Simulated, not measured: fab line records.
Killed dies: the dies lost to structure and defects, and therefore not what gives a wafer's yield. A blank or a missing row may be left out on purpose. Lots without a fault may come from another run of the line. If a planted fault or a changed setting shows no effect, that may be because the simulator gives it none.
fab line records	flow n5-finfet
record lots=24	wafers=72	last-day=17
route steps=1938 shown BEOL_M3@992 BEOL_M4@1036
lots untouched by any fault: they come from a run of this same line in which no faults occurred
start-h: start of the lot's first displayed wafer, in hours after the record's first day	wait-h: how many hours have passed since the lot's step before this one	" repeats the value in the row above	L1.1+2: a single row standing in for several wafers	- value missing, or start not given	* or withheld: withheld	< > ~ a bound
route shown NAME@n: names a module that has steps shown in the file, with the first one's number in the route	usual: mean/standard deviation of fault-free wafers	same: alike in all rows	chamber/n: place in a boat	sites: each site's reading	_std_site: the values' standard deviation	_edge_site: outer sites' mean less inner sites'	radius-mm: for every site, how far away it sits from the centre of the wafer	mask NAME#n: copy n	behind: the tool/chamber that last shaped the wafer	hold: cause of the lot's hold/its duration in hours/its outcome	device: transistor that didn't switch, given as n, p or np	end of line: the route-end tests of the same wafers	where a step has no rows: the recipe by itself	killed: not the wafer's yield, but the dies lost to structure and defects at the first sort	map: per-die view of a wafer (x killed, . not killed, _ where there is no die)
set.NAME: the setting the step ran with; set.NAME@STEP: the setting that earlier step ran with	model.NAME: the simulator's own value behind a step, which no gauge read
the route's steps for a sample of lots (tables are steps, rows are wafers)
services: from which hour (start-h, from the record's first day; less than 0 if before it) a tool's chamber was out of use, for how many hours, and why
## steps
# step N5_BEOL_M3_SURFACE_TREAT_85
# recipe gas=Ar	time-s=*	ion-energy-ev=*	ion-current-ma-cm2=0.5	pressure-mtorr=*	ar-flow-sccm=30
# usual pressure-mtorr=*	throttle-valve-pct=*
lot.wafer	tool	chamber	start-h	wait-h	pressure-mtorr	throttle-valve-pct
L074.2	pvd-sputter-03	-	157.25	0.2	*	*
L074.5	"	-	"	"	*	*
L074.6	"	-	"	"	*	*
L076.1	pvd-sputter-03	-	166.80	0.3	*	*
L076.4	"	-	"	"	*	*
L076.6	"	-	"	"	*	*
L075.2	pvd-sputter-01	-	174.67	0.2	*	*
L075.5	"	-	"	"	*	*
L075.6	"	-	"	"	*	*
L077.1	pvd-sputter-02	-	178.26	0.1	*	*
L077.4	"	-	"	"	*	*
L077.5	"	-	"	"	*	*
L078.1	pvd-sputter-02	-	181.04	0.1	*	*
L078.2	"	-	"	"	*	*
L078.3	"	-	"	"	*	*
L080.2	pvd-sputter-03	-	192.85	0.2	*	*
L080.4	"	-	"	"	*	*
L080.5	"	-	"	"	*	*
L079.2	pvd-sputter-01	-	195.96	0.2	*	*
L079.4	"	-	"	"	*	*
L079.6	"	-	"	"	*	*
L082.1	pvd-sputter-02	-	200.83	0.2	*	*
L082.4	"	-	"	"	*	*
L082.5	"	-	"	"	*	*
L081.1	pvd-sputter-02	-	209.34	0.3	*	*
L081.4	"	-	"	"	*	*
L081.5	"	-	"	"	*	*
L084.1	pvd-sputter-01	-	212.25	0.2	*	*
L084.2	"	-	"	"	*	*
L084.5	"	-	"	"	*	*
L083.1	pvd-sputter-03	-	212.43	0.1	*	*
L083.4	"	-	"	"	*	*
L083.5	"	-	"	"	*	*
L085.3	pvd-sputter-01	-	227.85	0.2	*	*
L085.4	"	-	"	"	*	*
L085.5	"	-	"	"	*	*
L087.1	pvd-sputter-01	-	239.77	0.2	*	*
L087.4	"	-	"	"	*	*
L087.6	"	-	"	"	*	*
L086.3	pvd-sputter-01	-	239.81	0.2	*	*
L086.4	"	-	"	"	*	*
L086.6	"	-	"	"	*	*
L088.1	pvd-sputter-01	-	245.41	0.1	*	*
L088.4	"	-	"	"	*	*
L088.5	"	-	"	"	*	*
L089.2	pvd-sputter-02	-	248.19	0.1	*	*
L089.4	"	-	"	"	*	*
L089.6	"	-	"	"	*	*
L090.2	pvd-sputter-03	-	248.22	0.1	*	*
L090.3	"	-	"	"	*	*
L090.6	"	-	"	"	*	*
L091.1	pvd-sputter-01	-	256.28	0.1	*	*
L091.3	"	-	"	"	*	*
L091.6	"	-	"	"	*	*
L092.2	pvd-sputter-01	-	259.75	0.2	*	*
L092.4	"	-	"	"	*	*
L092.5	"	-	"	"	*	*
L093.2	pvd-sputter-03	-	278.25	0.2	*	*
L093.3	"	-	"	"	*	*
L093.5	"	-	"	"	*	*
L095.1	pvd-sputter-03	-	281.14	0.2	*	*
L095.3	"	-	"	"	*	*
L095.6	"	-	"	"	*	*
L094.1	pvd-sputter-03	-	281.18	0.2	*	*
L094.4	"	-	"	"	*	*
L094.5	"	-	"	"	*	*
L096.2	pvd-sputter-02	-	287.94	0.1	*	*
L096.3	"	-	"	"	*	*
L096.5	"	-	"	"	*	*
L097.1	pvd-sputter-02	-	302.28	0.1	*	*
L097.2	"	-	"	"	*	*
L097.3	"	-	"	"	*	*
# step N5_BEOL_M3_CMP_52
# recipe stop-on=SiOC	t-overpolish-s=6.8	down-force-psi=1	platen-rpm=50	clearing-platen-down-force-psi=1.5	clearing-platen-rpm=50	post-cmp-clean=cu-alkaline	target-thk-nm=40	clearing-platen-pad-velocity-m-s=0.99484	pad-velocity-m-s=0.99484
# usual barrier-field-endpoint-s=25.0/0.87	clearing-platen-down-force-psi=1.5002/0.0029	edge-zone-pressure-frac=1.000/0.0047	motor-current-A=6.3/0.57	overpolish-run-s=6.801/0.0091	time-to-endpoint-s=63/4.7
lot.wafer	tool	chamber	start-h	wait-h	barrier-field-endpoint-s	clearing-platen-down-force-psi	edge-zone-pressure-frac	motor-current-A	overpolish-run-s	time-to-endpoint-s
L074.2	cmp-04	2	160.03	0.5	26.4	1.5015	1.010	5.9	6.802	73
L074.5	"	3	"	"	25.2	1.5020	0.996	6.5	6.805	66
L074.6	"	0	"	"	24.7	1.4999	1.007	5.5	6.801	62
L076.1	cmp-01	2	169.40	0.3	24.6	1.4978	1.007	6.7	6.792	65
L076.4	"	3	"	"	25.4	1.4973	0.989	6.5	6.808	66
L076.6	"	1	"	"	23.9	1.4961	0.996	6.7	6.812	57
L075.2	cmp-02	0	178.05	0.3	24.4	1.5027	1.004	7.3	6.811	60
L075.5	"	1	"	"	25.9	1.5032	1.001	6.6	6.806	65
L075.6	"	2	"	"	24.3	1.4987	0.997	7.0	6.790	60
L077.4	cmp-01	0	180.89	0.1	24.8	1.4988	1.005	5.2	6.801	57
L077.1	"	3	"	"	25.9	1.4962	1.005	6.5	6.794	67
L077.5	"	1	"	"	24.7	1.5001	1.001	6.3	6.806	61
L078.3	cmp-04	3	183.70	0.2	23.6	1.5008	1.002	6.6	6.810	60
L078.1	"	0	"	"	24.7	1.5011	1.002	5.8	6.790	63
L078.2	"	2	"	"	25.8	1.5034	1.007	6.3	6.784	68
L080.2	cmp-04	0	195.46	0.3	24.1	1.4960	1.002	5.6	6.811	64
L080.4	"	1	"	"	24.4	1.4966	1.002	5.8	6.802	61
L080.5	"	3	"	"	24.3	1.5014	1.000	6.7	6.807	64
L079.4	cmp-01	2	199.04	0.1	25.9	1.4973	1.002	6.3	6.805	62
L079.2	"	3	"	"	26.6	1.5025	1.003	6.4	6.807	66
L079.6	"	3	"	"	28.3	1.5009	1.001	6.2	6.801	70
L082.1	cmp-02	1	203.51	0.3	25.7	1.5018	0.994	6.6	6.806	72
L082.4	"	2	"	"	24.4	1.5003	1.000	6.5	6.791	59
L082.5	"	3	"	"	24.2	1.5001	1.006	5.7	6.807	58
L081.4	cmp-01	1	211.93	0.2	25.2	1.4970	1.005	6.3	6.800	60
L081.1	"	3	"	"	25.7	1.5032	0.997	6.2	6.791	69
L081.5	"	1	"	"	24.5	1.4947	1.002	6.5	6.797	61
L084.2	cmp-02	2	214.72	0.2	24.4	1.4998	0.998	7.2	6.800	60
L084.1	"	0	"	"	25.8	1.4999	1.009	7.4	6.808	64
L084.5	"	2	"	"	24.1	1.4996	1.005	6.9	6.798	60
L083.4	cmp-02	2	215.03	0.2	25.3	1.4962	1.001	6.9	6.811	62
L083.1	"	3	"	"	24.9	1.5006	0.999	5.4	6.787	61
L083.5	"	1	"	"	27.0	1.5062	0.999	6.0	6.791	68
L085.4	cmp-02	0	230.57	0.2	24.5	1.4981	1.008	7.3	6.814	59
L085.3	"	1	"	"	25.1	1.4993	1.002	6.5	6.795	67
L085.5	"	3	"	"	24.2	1.4964	1.001	5.7	6.816	55
L087.1	cmp-04	0	242.71	0.3	25.8	1.4936	1.002	5.7	6.795	66
L087.4	"	2	"	"	27.1	1.4993	1.007	6.1	6.815	69
L087.6	"	0	"	"	25.9	1.4982	1.001	5.7	6.807	65
L086.3	cmp-04	2	244.20	0.2	26.3	1.5072	1.001	6.0	6.800	75
L086.4	"	3	"	"	24.5	1.4999	0.990	6.8	6.792	60
L086.6	"	0	"	"	25.7	1.5015	1.001	5.7	6.794	69
L088.1	cmp-02	0	248.23	0.3	24.5	1.4981	1.006	7.3	6.809	61
L088.4	"	1	"	"	25.5	1.5058	0.999	6.8	6.805	67
L088.5	"	1	"	"	25.9	1.5009	1.005	6.6	6.793	67
L089.2	cmp-02	2	250.68	0.2	25.0	1.4984	1.000	6.9	6.794	61
L089.4	"	1	"	"	27.0	1.4999	0.998	6.6	6.792	71
L089.6	"	2	"	"	24.8	1.5002	0.999	6.5	6.810	59
L090.3	cmp-01	2	251.16	0.4	23.9	1.5023	1.003	6.7	6.798	58
L090.2	"	0	"	"	23.2	1.4974	0.995	5.4	6.821	53
L090.6	"	2	"	"	24.2	1.4994	0.997	6.5	6.785	60
L091.1	cmp-04	1	259.41	0.3	24.7	1.4936	1.005	5.4	6.799	66
L091.3	"	2	"	"	26.8	1.5032	1.005	6.1	6.795	76
L091.6	"	1	"	"	24.9	1.5025	1.000	5.9	6.790	63
L092.4	cmp-04	0	262.78	0.2	26.1	1.4956	0.986	5.6	6.796	65
L092.2	"	1	"	"	25.9	1.4999	1.004	5.9	6.792	66
L092.5	"	2	"	"	27.4	1.5005	1.002	6.3	6.790	71
L093.3	cmp-02	0	281.07	0.2	24.5	1.5053	1.003	7.2	6.799	59
L093.2	"	3	"	"	24.2	1.5029	0.991	5.6	6.804	59
L093.5	"	0	"	"	25.0	1.5023	0.995	7.4	6.801	61
L095.1	cmp-02	2	285.50	0.3	24.1	1.5038	1.007	6.6	6.801	60
L095.3	"	3	"	"	24.6	1.4979	1.006	5.8	6.794	58
L095.6	"	1	"	"	26.0	1.4987	1.006	6.5	6.821	66
L094.1	cmp-01	1	287.27	0.3	24.6	1.5020	0.994	6.8	6.814	61
L094.4	"	2	"	"	25.6	1.4974	0.996	6.7	6.801	64
L094.5	"	2	"	"	25.1	1.5006	0.995	6.7	6.793	64
L096.2	cmp-04	2	290.56	0.3	24.9	1.5008	1.001	6.4	6.793	68
L096.3	"	3	"	"	24.9	1.4960	1.000	6.7	6.814	62
L096.5	"	0	"	"	24.6	1.4992	1.003	5.9	6.803	63
L097.2	cmp-01	0	305.16	0.2	24.0	1.4991	0.996	5.4	6.788	55
L097.3	"	1	"	"	24.1	1.5000	1.006	6.5	6.805	59
L097.1	"	2	"	"	24.9	1.4986	1.006	6.4	6.792	63
# step N5_BEOL_M3_RS_MEAS_58
# recipe thk-meas-gauge=four-point-probe	reads=Co_of_BEOL_M3_CO_CAP_55+Cu_of_BEOL_M3_ECD_50+Co_of_BEOL_M3_CVD_47+TaN_of_BEOL_M3_ALD_84
# usual M3_RS=0.68/0.045
lot.wafer	tool	chamber	start-h	wait-h	M3_RS[ohm/sq]
L074.2	film-metro-01	-	160.47	0.1	0.67
L074.5	"	-	"	"	0.73
L074.6	"	-	"	"	0.67
L076.1	film-metro-01	-	169.89	0.0	0.67
L076.4	"	-	"	"	0.60
L076.6	"	-	"	"	0.66
L075.2	film-metro-01	-	178.49	0.1	0.69
L075.5	"	-	"	"	0.62
L075.6	"	-	"	"	0.70
L077.1	film-metro-02	-	181.44	0.0	0.69
L077.4	"	-	"	"	0.68
L077.5	"	-	"	"	0.67
L078.1	film-metro-02	-	184.25	0.0	0.65
L078.2	"	-	"	"	0.62
L078.3	"	-	"	"	0.67
L080.2	film-metro-02	-	195.94	0.1	0.71
L080.4	"	-	"	"	0.69
L080.5	"	-	"	"	0.63
L079.2	film-metro-01	-	199.60	0.1	0.64
L079.4	"	-	"	"	0.62
L079.6	"	-	"	"	0.62
L082.1	film-metro-01	-	204.17	0.2	0.68
L082.4	"	-	"	"	0.72
L082.5	"	-	"	"	0.71
L081.1	film-metro-01	-	212.45	0.0	0.68
L081.4	"	-	"	"	0.68
L081.5	"	-	"	"	0.68
L084.1	film-metro-01	-	215.36	0.0	0.68
L084.2	"	-	"	"	0.68
L084.5	"	-	"	"	0.63
L083.1	film-metro-01	-	215.61	0.0	0.69
L083.4	"	-	"	"	0.60
L083.5	"	-	"	"	0.63
L085.3	film-metro-02	-	231.06	0.1	0.68
L085.4	"	-	"	"	0.71
L085.5	"	-	"	"	0.74
L087.1	film-metro-01	-	243.23	0.0	0.68
L087.4	"	-	"	"	0.63
L087.6	"	-	"	"	0.65
L086.3	film-metro-01	-	244.71	0.1	0.65
L086.4	"	-	"	"	0.65
L086.6	"	-	"	"	0.64
L088.1	film-metro-01	-	248.85	0.0	0.70
L088.4	"	-	"	"	0.62
L088.5	"	-	"	"	0.67
L089.2	film-metro-02	-	251.24	0.1	0.68
L089.4	"	-	"	"	0.60
L089.6	"	-	"	"	0.65
L090.2	film-metro-01	-	251.71	0.1	0.79
L090.3	"	-	"	"	0.70
L090.6	"	-	"	"	0.66
L091.1	film-metro-01	-	260.13	0.0	0.66
L091.3	"	-	"	"	0.62
L091.6	"	-	"	"	0.68
L092.2	film-metro-01	-	263.26	0.1	0.65
L092.4	"	-	"	"	0.65
L092.5	"	-	"	"	0.61
L093.2	film-metro-01	-	281.64	0.1	0.79
L093.3	"	-	"	"	0.78
L093.5	"	-	"	"	0.68
L095.1	film-metro-01	-	285.98	0.0	0.69
L095.3	"	-	"	"	0.73
L095.6	"	-	"	"	0.63
L094.1	film-metro-02	-	287.91	0.0	0.72
L094.4	"	-	"	"	0.67
L094.5	"	-	"	"	0.65
L096.2	film-metro-01	-	291.05	0.1	0.65
L096.3	"	-	"	"	0.69
L096.5	"	-	"	"	0.63
L097.1	film-metro-01	-	305.71	0.0	0.71
L097.2	"	-	"	"	0.75
L097.3	"	-	"	"	0.73
# step N5_BEOL_M4_INSPECT_13
# recipe mode=adi	inspect-instrument=brightfield
# usual raw-defect-count=436/86
lot.wafer	tool	chamber	start-h	wait-h	raw-defect-count
L074.2	defect-inspect-02	-	164.16	0.0	375
L074.5	"	-	"	"	338
L074.6	"	-	"	"	401
L076.1	defect-inspect-01	-	171.62	0.1	369
L076.4	"	-	"	"	387
L076.6	"	-	"	"	429
L075.2	defect-inspect-01	-	180.71	0.0	409
L075.5	"	-	"	"	325
L075.6	"	-	"	"	314
L077.1	defect-inspect-01	-	184.27	0.1	389
L077.4	"	-	"	"	320
L077.5	"	-	"	"	458
L078.1	defect-inspect-02	-	186.55	0.1	458
L078.2	"	-	"	"	429
L078.3	"	-	"	"	337
L080.2	defect-inspect-02	-	198.30	0.0	448
L080.4	"	-	"	"	554
L080.5	"	-	"	"	405
L079.2	defect-inspect-01	-	200.93	0.1	617
L079.4	"	-	"	"	360
L079.6	"	-	"	"	464
L082.1	defect-inspect-02	-	205.54	0.1	430
L082.4	"	-	"	"	613
L082.5	"	-	"	"	487
L081.1	defect-inspect-01	-	215.24	0.1	347
L081.4	"	-	"	"	441
L081.5	"	-	"	"	513
L084.1	defect-inspect-02	-	216.44	0.1	413
L084.2	"	-	"	"	480
L084.5	"	-	"	"	427
L083.1	defect-inspect-02	-	216.61	0.1	424
L083.4	"	-	"	"	417
L083.5	"	-	"	"	310
L085.3	defect-inspect-01	-	232.32	0.0	658
L085.4	"	-	"	"	359
L085.5	"	-	"	"	623
L087.1	defect-inspect-01	-	244.60	0.1	403
L087.4	"	-	"	"	348
L087.6	"	-	"	"	306
L086.3	defect-inspect-01	-	245.53	0.1	355
L086.4	"	-	"	"	456
L086.6	"	-	"	"	387
L088.1	defect-inspect-01	-	250.89	0.1	557
L088.4	"	-	"	"	530
L088.5	"	-	"	"	558
L089.2	defect-inspect-02	-	252.13	0.1	396
L089.4	"	-	"	"	383
L089.6	"	-	"	"	486
L090.2	defect-inspect-02	-	252.77	0.0	312
L090.3	"	-	"	"	379
L090.6	"	-	"	"	562
L091.1	defect-inspect-02	-	263.06	0.1	464
L091.3	"	-	"	"	365
L091.6	"	-	"	"	345
L092.2	defect-inspect-01	-	264.24	0.0	377
L092.4	"	-	"	"	523
L092.5	"	-	"	"	481
L093.2	defect-inspect-01	-	286.05	0.0	279
L093.3	"	-	"	"	363
L093.5	"	-	"	"	401
L095.1	defect-inspect-01	-	287.46	0.1	380
L095.3	"	-	"	"	338
L095.6	"	-	"	"	412
L094.1	defect-inspect-02	-	289.72	0.1	578
L094.4	"	-	"	"	530
L094.5	"	-	"	"	596
L096.2	defect-inspect-02	-	292.47	0.0	563
L096.3	"	-	"	"	520
L096.5	"	-	"	"	514
L097.1	defect-inspect-01	-	308.59	0.1	442
L097.2	"	-	"	"	317
L097.3	"	-	"	"	378
# step N5_BEOL_M4_DESCUM_16
# recipe chemistry=O2	time-s=7	source-power-w=50	bias-power-w=20	pressure-mtorr=20	rf-frequency-hz=2.712e+07	temp-c=40	resist=CAR-EUV	o2-flow-sccm=225
# usual drypump-motor-current-A=5.6/0.42	oes-product-au=0.80/0.09	rf-vpp-V=242.9/1.1	showerhead-plenum-p-Torr=2.06/0.052	temp-c=39.99/0.11	throttle-valve-pct=20.27/0.25
lot.wafer	tool	chamber	start-h	wait-h	drypump-motor-current-A	oes-product-au	rf-hours-counter-h	rf-vpp-V	showerhead-plenum-p-Torr	temp-c	throttle-valve-pct
L074.2	rie-diel-01	2	164.20	0.0	5.9	0.99	3	241.7	2.06	39.90	20.12
L074.5	"	0	"	"	5.7	0.73	-	241.6	1.98	39.98	20.35
L074.6	"	3	"	"	5.3	0.69	-	245.1	2.18	39.89	20.46
L076.1	rie-diel-04	3	171.66	0.0	5.0	0.77	163	243.7	1.98	40.00	20.32
L076.4	"	3	"	"	4.9	0.77	-	240.9	1.98	40.07	20.29
L076.6	"	2	"	"	5.5	0.85	-	243.2	2.04	40.06	20.15
L075.2	rie-diel-03	2	180.75	0.0	5.6	0.92	31	243.0	2.12	39.94	19.80
L075.5	"	3	"	"	5.4	0.68	-	243.0	2.07	40.01	20.86
L075.6	"	0	"	"	6.4	0.72	-	243.0	2.07	39.99	20.47
L077.1	rie-diel-03	2	184.30	0.0	5.7	0.91	33	244.7	2.12	39.81	19.81
L077.4	"	1	"	"	5.1	0.90	15	243.6	2.13	39.75	20.26
L077.5	"	3	"	"	5.4	0.67	-	242.5	2.07	39.94	20.85
L078.1	rie-diel-04	3	186.59	0.0	4.9	0.76	168	241.0	1.98	39.95	20.31
L078.2	"	2	"	"	5.5	0.84	60	242.6	2.04	39.92	20.17
L078.3	"	0	"	"	6.1	0.72	233	243.2	2.04	40.21	20.27
L080.2	rie-diel-03	3	198.34	0.0	5.4	0.68	238	241.3	2.07	39.91	20.87
L080.4	"	1	"	"	5.1	0.89	18	244.7	2.13	40.09	20.29
L080.5	"	1	"	"	5.1	0.89	-	243.1	2.13	40.08	20.28
L079.2	rie-diel-04	3	200.96	0.0	4.9	0.76	173	242.0	1.98	40.18	20.32
L079.4	"	0	"	"	6.1	0.71	239	241.9	2.04	40.08	20.28
L079.6	"	2	"	"	5.5	0.83	-	243.5	2.04	39.94	20.15
L082.1	rie-diel-04	0	205.58	0.0	6.1	0.71	241	242.5	2.04	40.20	20.27
L082.4	"	2	"	"	5.5	0.84	67	242.1	2.04	40.03	20.15
L082.5	"	2	"	"	5.5	0.83	-	242.8	2.04	40.07	20.17
L081.1	rie-diel-04	1	215.28	0.0	5.4	0.87	40	241.4	2.05	40.21	20.36
L081.4	"	2	"	"	5.5	0.82	71	241.0	2.04	39.89	20.17
L081.5	"	2	"	"	5.5	0.82	-	242.4	2.04	39.89	20.17
L084.1	rie-diel-04	2	216.47	0.0	5.5	0.82	71	242.8	2.04	39.98	20.17
L084.2	"	1	"	"	5.4	0.88	41	242.7	2.05	39.92	20.36
L084.5	"	3	"	"	4.9	0.76	-	243.2	1.98	39.80	20.33
L083.1	rie-diel-01	3	216.64	0.0	5.3	0.68	199	244.1	2.17	39.85	20.50
L083.4	"	1	"	"	5.8	0.83	73	244.3	2.10	39.74	19.85
L083.5	"	3	"	"	5.3	0.68	-	244.5	2.17	39.91	20.49
L085.3	rie-diel-01	2	232.36	0.0	5.9	0.91	26	242.4	2.05	39.80	20.15
L085.4	"	3	"	"	5.3	0.68	203	244.7	2.17	39.92	20.51
L085.5	"	1	"	"	5.7	0.83	-	242.8	2.10	39.95	19.84
L087.1	rie-diel-03	1	244.64	0.0	5.1	0.85	33	243.1	2.13	40.03	20.31
L087.4	"	0	"	"	6.4	0.70	-	241.0	2.06	39.99	20.49
L087.6	"	1	"	"	5.1	0.86	-	243.2	2.13	40.01	20.30
L086.3	rie-diel-03	0	245.66	0.1	6.4	0.69	208	243.0	2.06	39.99	20.50
L086.4	"	1	"	"	5.1	0.86	-	244.1	2.13	40.01	20.28
L086.6	"	0	"	"	6.4	0.70	-	243.4	2.06	40.07	20.50
L088.1	rie-diel-03	2	251.11	0.2	5.6	0.87	55	242.7	2.11	40.00	19.85
L088.4	"	1	"	"	5.1	0.85	-	244.0	2.13	39.85	20.30
L088.5	"	2	"	"	5.7	0.87	-	243.6	2.11	40.02	19.84
L089.2	rie-diel-03	1	252.21	0.1	5.1	0.85	38	243.7	2.13	39.83	20.31
L089.4	"	2	"	"	5.6	0.86	-	243.5	2.11	39.89	19.83
L089.6	"	0	"	"	6.4	0.69	-	242.3	2.06	39.87	20.51
L090.2	rie-diel-01	3	252.81	0.0	5.3	0.68	210	245.1	2.17	40.05	20.49
L090.3	"	0	"	"	5.7	0.70	236	240.9	1.97	40.00	20.41
L090.6	"	2	"	"	5.9	0.88	-	243.8	2.05	40.23	20.16
L091.1	rie-diel-03	0	263.23	0.2	6.3	0.69	217	242.8	2.06	39.99	20.53
L091.3	"	2	"	"	5.6	0.86	60	242.7	2.11	40.18	19.84
L091.6	"	3	"	"	5.4	0.98	-	242.4	2.06	40.04	20.50
L092.2	rie-diel-03	3	264.35	0.1	5.4	0.98	4	242.1	2.06	40.16	20.50
L092.4	"	0	"	"	6.4	0.69	-	242.2	2.06	39.89	20.52
L092.5	"	2	"	"	5.6	0.87	-	245.8	2.11	39.94	19.86
L093.2	rie-diel-01	3	286.08	0.0	5.3	0.67	220	245.0	2.17	39.91	20.52
L093.3	"	0	"	"	5.7	0.69	246	242.6	1.97	40.08	20.41
L093.5	"	1	"	"	5.7	0.80	-	244.0	2.10	40.06	19.89
L095.1	rie-diel-04	1	287.57	0.1	5.4	0.83	72	242.3	2.04	39.91	20.41
L095.3	"	0	"	"	6.1	0.99	1	242.3	2.03	40.04	20.07
L095.6	"	3	"	"	4.9	0.74	-	242.3	1.97	39.98	20.36
L094.1	rie-diel-04	1	290.33	0.6	5.4	0.83	73	243.3	2.03	39.95	20.43
L094.4	"	2	"	"	5.5	0.80	103	242.4	2.03	39.95	20.23
L094.5	"	2	"	"	5.5	0.78	-	242.8	2.03	39.96	20.22
L096.2	rie-diel-03	2	292.50	0.0	5.6	0.86	69	243.7	2.10	39.85	19.87
L096.3	"	3	"	"	5.4	0.95	13	242.4	2.06	39.97	20.52
L096.5	"	2	"	"	5.6	0.84	-	243.5	2.10	40.11	19.85
L097.1	rie-diel-03	3	308.63	0.0	5.4	0.94	17	243.4	2.06	39.76	20.50
L097.2	"	0	"	"	6.4	0.68	233	241.0	2.05	40.07	20.55
L097.3	"	1	"	"	5.1	0.82	57	243.1	2.12	40.11	20.34
# step N5_BEOL_M4_HM_OPEN_17
# recipe chemistry=Cl2/BCl3	target-depth-a=200	overetch-a=60	target=TiN	mask-material=SOC	ion-energy-ev=150	pressure-mtorr=10	icp-w=1000	bias-w=126	Cl2_flow_sccm=53.25	bcl3-flow-sccm=21.75	Ar_flow_sccm=25
# usual drypump-motor-current-A=5.8/0.42	oes_ar_750_au=0.77/0.11	oes-product-au=0.67/0.093	throttle-valve-pct=21.8/0.31
lot.wafer	tool	chamber	start-h	wait-h	drypump-motor-current-A	oes_ar_750_au	oes-product-au	rf-hours-counter-h	throttle-valve-pct
L074.2	rie-metal-03	1	164.45	0.0	6.2	0.60	0.52	133	22.4
L074.5	"	0	"	"	6.2	0.60	0.52	-	22.2
L074.6	"	1	"	"	6.2	0.60	0.51	-	22.4
L076.1	rie-metal-03	1	171.91	0.0	6.2	0.60	0.52	134	22.4
L076.4	"	0	"	"	6.2	0.60	0.51	-	22.2
L076.6	"	1	"	"	6.2	0.60	0.52	-	22.5
L075.2	rie-metal-03	1	181.00	0.0	6.2	0.60	0.51	135	22.4
L075.5	"	0	"	"	6.2	0.60	0.51	-	22.2
L075.6	"	1	"	"	6.2	0.60	0.51	-	22.5
L077.1	rie-metal-02	0	184.55	0.0	5.9	0.85	0.75	16	21.4
L077.4	"	1	"	"	5.0	0.74	0.67	-	21.6
L077.5	"	1	"	"	5.0	0.74	0.67	-	21.6
L078.1	rie-metal-01	0	186.84	0.0	5.8	0.84	0.73	21	21.5
L078.2	"	1	"	"	5.3	0.77	0.67	39	21.9
L078.3	"	0	"	"	5.8	0.84	0.73	-	21.5
L080.2	rie-metal-03	0	198.62	0.1	6.2	0.60	0.51	-	22.2
L080.4	"	0	"	"	6.2	0.59	0.51	-	22.2
L080.5	"	0	"	"	6.2	0.60	0.51	-	22.2
L079.2	rie-metal-02	0	201.24	0.1	5.9	0.85	0.73	-	21.5
L079.4	"	0	"	"	5.9	0.84	0.73	-	21.5
L079.6	"	0	"	"	5.9	0.85	0.73	-	21.5
L082.1	rie-metal-03	0	205.83	0.0	6.2	0.59	0.52	136	22.2
L082.4	"	0	"	"	6.2	0.59	0.51	-	22.2
L082.5	"	0	"	"	6.2	0.59	0.51	-	22.2
L081.1	rie-metal-03	1	215.53	0.0	6.2	0.95	0.82	0	22.0
L081.4	"	1	"	"	6.2	0.95	0.82	-	22.0
L081.5	"	1	"	"	6.2	0.95	0.83	-	22.0
L084.1	rie-metal-01	1	216.73	0.0	5.3	0.76	0.66	42	22.0
L084.2	"	0	"	"	5.8	0.83	0.72	24	21.5
L084.5	"	0	"	"	5.8	0.83	0.73	-	21.5
L083.1	rie-metal-03	1	216.89	0.0	6.2	0.93	0.81	1	22.0
L083.4	"	1	"	"	6.2	0.93	0.80	-	22.0
L083.5	"	1	"	"	6.2	0.92	0.81	-	22.0
L085.3	rie-metal-02	1	232.65	0.1	5.1	0.74	0.67	-	21.5
L085.4	"	0	"	"	5.9	0.84	0.73	-	21.5
L085.5	"	1	"	"	5.0	0.74	0.67	-	21.6
L087.1	rie-metal-01	0	244.89	0.0	5.8	0.83	0.71	27	21.5
L087.4	"	1	"	"	5.3	0.76	0.66	-	21.9
L087.6	"	1	"	"	5.3	0.76	0.65	-	21.9
L086.3	rie-metal-02	1	245.94	0.1	5.0	0.73	0.65	-	21.6
L086.4	"	0	"	"	5.9	0.84	0.71	-	21.5
L086.6	"	0	"	"	5.9	0.84	0.71	-	21.5
L088.1	rie-metal-03	0	251.36	0.0	6.2	0.97	0.84	2	21.7
L088.4	"	0	"	"	6.2	0.96	0.84	-	21.7
L088.5	"	1	"	"	6.2	0.89	0.78	-	22.0
L089.2	rie-metal-02	0	252.46	0.0	5.9	0.84	0.72	23	21.5
L089.4	"	1	"	"	5.0	0.74	0.66	-	21.6
L089.6	"	1	"	"	5.0	0.73	0.66	-	21.6
L090.2	rie-metal-01	0	253.06	0.0	5.8	0.82	0.70	28	21.5
L090.3	"	0	"	"	5.8	0.81	0.70	-	21.5
L090.6	"	0	"	"	5.8	0.82	0.72	-	21.5
L091.1	rie-metal-01	0	263.48	0.0	5.8	0.81	0.71	28	21.5
L091.3	"	1	"	"	5.3	0.75	0.66	-	22.0
L091.6	"	0	"	"	5.8	0.82	0.70	-	21.5
L092.2	rie-metal-01	0	264.60	0.0	5.8	0.82	0.71	28	21.5
L092.4	"	0	"	"	5.8	0.81	0.70	-	21.5
L092.5	"	0	"	"	5.8	0.81	0.72	-	21.5
L093.2	rie-metal-01	0	286.34	0.0	5.7	0.82	0.71	30	21.5
L093.3	"	1	"	"	5.3	0.75	0.65	-	22.0
L093.5	"	0	"	"	5.8	0.81	0.71	-	21.5
L095.1	rie-metal-01	0	287.82	0.0	5.8	0.81	0.71	30	21.5
L095.3	"	0	"	"	5.8	0.81	0.72	-	21.5
L095.6	"	1	"	"	5.3	0.75	0.66	-	22.0
L094.1	rie-metal-01	1	290.58	0.0	5.3	0.75	0.65	48	22.0
L094.4	"	1	"	"	5.3	0.75	0.64	-	22.0
L094.5	"	0	"	"	5.8	0.81	0.70	-	21.5
L096.2	rie-metal-02	1	292.76	0.0	5.0	0.73	0.64	45	21.6
L096.3	"	1	"	"	5.0	0.72	0.64	-	21.6
L096.5	"	1	"	"	5.0	0.73	0.64	-	21.6
L097.1	rie-metal-01	1	308.88	0.0	5.3	0.74	0.64	50	22.0
L097.2	"	0	"	"	5.8	0.80	0.70	32	21.5
L097.3	"	0	"	"	5.8	0.80	0.69	-	21.5
## services
tool	chamber	start-h	hours	kind
rie-diel-01	0	134.94	7.9	repair
cmp-04	-	137.12	8.7	pm
rie-metal-02	-	141.79	1.4	pm
cmp-02	-	159.64	3.0	repair
pvd-sputter-01	-	163.99	2.8	repair
cmp-04	-	171.79	2.0	repair
cmp-01	-	181.28	0.8	repair
rie-diel-03	1	188.21	2.4	repair
cmp-04	-	188.62	1.3	repair
cmp-04	-	191.40	0.7	repair
cmp-01	-	199.65	4.0	pm
rie-diel-01	1	202.82	3.8	repair
rie-metal-02	-	212.04	0.4	repair
rie-diel-04	3	218.89	32.8	repair
cmp-04	-	220.54	7.4	pm
cmp-02	-	243.74	0.9	repair
cmp-01	-	248.64	0.6	repair
cmp-01	-	251.86	0.9	repair
cmp-02	-	260.57	4.2	pm
cmp-01	-	270.30	3.7	repair
cmp-04	-	280.31	0.6	repair
cmp-02	-	281.29	4.0	pm
rie-metal-02	-	286.09	2.8	pm
rie-metal-03	1	301.29	4.4	repair
## key
fault none
